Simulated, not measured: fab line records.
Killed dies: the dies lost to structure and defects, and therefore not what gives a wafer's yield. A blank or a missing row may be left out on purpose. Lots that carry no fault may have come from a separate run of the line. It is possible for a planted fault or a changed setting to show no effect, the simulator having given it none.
Chamber matching || flow n5_finfet || N5_BEOL_M11_ALD_74 on ald_metal-02 has 4 sister chambers
The step deposits TaN, target thk 2 nm, pulse time 2 s, purge time 3 s. 4 wafers are shown with their chamber, then 7 later ones without.

## WAFERS WITH THEIR CHAMBER
{"wafer": "L463.5", "chamber": 2, "heater_power_w (W)": 333}
{"wafer": "L463.6", "chamber": 3, "heater_power_w (W)": 443}
{"wafer": "L462.1", "chamber": 0, "heater_power_w (W)": 366}
{"wafer": "L462.3", "chamber": 1, "heater_power_w (W)": 300}

## WAFERS WITH NO CHAMBER GIVEN
{"wafer": "L462.5", "heater_power_w (W)": 363}
{"wafer": "L466.1", "heater_power_w (W)": 303}
{"wafer": "L466.3", "heater_power_w (W)": 334}
{"wafer": "L466.4", "heater_power_w (W)": 446}
{"wafer": "L465.3", "heater_power_w (W)": 462}
{"wafer": "L465.4", "heater_power_w (W)": 359}
{"wafer": "L465.5", "heater_power_w (W)": 425}

## THE CHAMBER EACH PASSED THROUGH
{"wafer": "L462.5", "from the rows above": 0, "in truth": 0}
{"wafer": "L466.1", "from the rows above": 1, "in truth": 1}
{"wafer": "L466.3", "from the rows above": 2, "in truth": 2}
{"wafer": "L466.4", "from the rows above": 3, "in truth": 3}
{"wafer": "L465.3", "from the rows above": 3, "in truth": 3}
{"wafer": "L465.4", "from the rows above": "can't be placed: 0 or 2", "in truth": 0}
{"wafer": "L465.5", "from the rows above": 3, "in truth": 3}
Placed correctly: 6 of 7. These rows do not allow placing 1 (true chamber among the candidates in 1). Placed wrongly: 0.
How it was worked out, from the rows above alone: a wafer's distance from a chamber is the root of the sum, over the readings, of the square of ((its reading less the chamber's mean) divided by the reading's scatter). The wafer belongs to the nearest chamber; if the next one is less than 2 further off, it can't be placed. For every chamber, the mean is computed from those of its wafers that are shown. The scatter (one wafer shown for each chamber): square how far every hidden wafer sits from the nearest shown wafer, average those squares and take the square root.
